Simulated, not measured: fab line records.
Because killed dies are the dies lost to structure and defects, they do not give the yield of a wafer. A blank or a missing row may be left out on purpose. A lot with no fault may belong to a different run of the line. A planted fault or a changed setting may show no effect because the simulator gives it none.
Chamber matching ; flow nandHarc ; 4 sister chambers for NHARC_A_WL_FILL_ALD_02 on aldMetal-03
The step deposits TiN, target thk 2 nm, pulse time 3 s, ald cycles 100. 4 wafers are shown with their chamber, then 7 later ones without.

== WAFERS, EACH WITH ITS CHAMBER ==
wafer;chamber;heaterPowerW (W)
L882.6;1;901
L889.2;2;1108
L891.3;0;1106
L891.4;3;1110

== WAFERS WITHOUT THEIR CHAMBER ==
wafer;heaterPowerW (W)
L891.6;1115
L894.3;1074
L894.4;1105
L894.5;1092
L897.2;937
L897.3;1110
L897.5;1117

== CHAMBER TAKEN BY EACH ==
wafer;from the rows above;in truth
L891.6;can't be placed: 3 or 2 or 0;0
L894.3;can't be placed: 0 or 2 or 3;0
L894.4;can't be placed: 0 or 2 or 3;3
L894.5;can't be placed: 0 or 2 or 3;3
L897.2;1;1
L897.3;can't be placed: 3 or 2 or 0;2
L897.5;can't be placed: 3 or 2 or 0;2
Placed correctly: 1 of 7. Can't be placed from these rows: 6 (the true chamber is among the candidates in 6). 0 placed wrongly.
How it was worked out, from the rows above alone: a wafer's distance from a chamber is the root of the sum, over the readings, of the square of ((its reading less the chamber's mean) divided by the reading's scatter). The wafer belongs to the nearest chamber; if the next one is less than 2 further off, it can't be placed. Each chamber's mean is taken over the wafers shown for it. The scatter: with one shown wafer a chamber, the root of the mean of the squares of how far each hidden wafer lies from its nearest shown one.
